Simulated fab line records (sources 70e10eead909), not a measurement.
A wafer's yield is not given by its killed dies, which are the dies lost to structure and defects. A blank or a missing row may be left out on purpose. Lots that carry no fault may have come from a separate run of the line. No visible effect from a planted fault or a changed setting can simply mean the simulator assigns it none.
Matching of chambers	flow nand-harc	NHARC_A_STAIRCASE_TRIM_196 on rie-diel-12 has 4 sister chambers
The step chemistry O2, time 211.2 s. 16 wafers are shown with their chamber, then 8 later ones without.

## WAFERS, EACH WITH ITS CHAMBER
wafer	chamber	drypump-motor-current-A (A)	showerhead-plenum-p-Torr (Torr)	rf-vpp-V (V)
L074.1	0	5.9	3.79	57.7
L074.2	2	6.2	3.40	58.1
L074.4	3	5.8	3.29	57.8
L078.1	3	5.8	3.28	56.8
L078.3	2	6.2	3.39	56.2
L078.5	2	6.2	3.39	57.0
L081.3	1	5.8	3.64	59.0
L081.4	3	5.8	3.27	56.8
L081.6	2	6.2	3.38	56.5
L086.3	0	5.9	3.77	58.0
L086.5	3	5.8	3.80	58.2
L086.6	2	6.3	3.38	56.7
L087.1	2	6.2	3.37	58.6
L087.2	1	5.8	3.63	59.2
L087.6	2	6.2	3.37	56.3
L088.4	0	5.9	3.76	57.9

SIGNATURES (averages over the wafers above)
reading	chamber 0	chamber 1	chamber 2	chamber 3	scatter within a chamber
drypump-motor-current-A	5.900	5.800	6.214	5.800	0.0267
showerhead-plenum-p-Torr	3.7733	3.6350	3.3829	3.4100	0.13
rf-vpp-V	57.867	59.100	57.057	57.400	0.753
Rule: distance of a wafer from a chamber = root of the sum over the readings of ((wafer's reading minus chamber's mean) / reading's scatter) squared. The wafer belongs to the nearest chamber; if the next one is less than 2 further off, it can't be placed. The scatter: the root of (the sum of the squares of (reading less its chamber's mean) over the shown wafers, divided by (wafers less chambers)).

## WAFERS WITH NO CHAMBER GIVEN
wafer	drypump-motor-current-A (A)	showerhead-plenum-p-Torr (Torr)	rf-vpp-V (V)
L088.5	6.2	3.37	57.5
L088.6	5.8	3.80	59.0
L093.1	5.9	3.76	57.6
L093.2	5.8	3.62	58.6
L093.3	6.2	3.36	57.3
L095.2	5.9	3.75	58.4
L095.3	5.8	3.62	60.1
L095.6	6.2	3.36	56.4

## THE CHAMBER EACH PASSED THROUGH
wafer	from the rows above	in truth
L088.5	2	2
L088.6	1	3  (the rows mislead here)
L093.1	0	0
L093.2	can't be placed: 1 or 3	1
L093.3	2	2
L095.2	0	0
L095.3	1	1
L095.6	2	2
6 of 8 placed correctly. Can't be placed from these rows: 1 (the true chamber is among the candidates in 1). Number placed wrongly: 1.
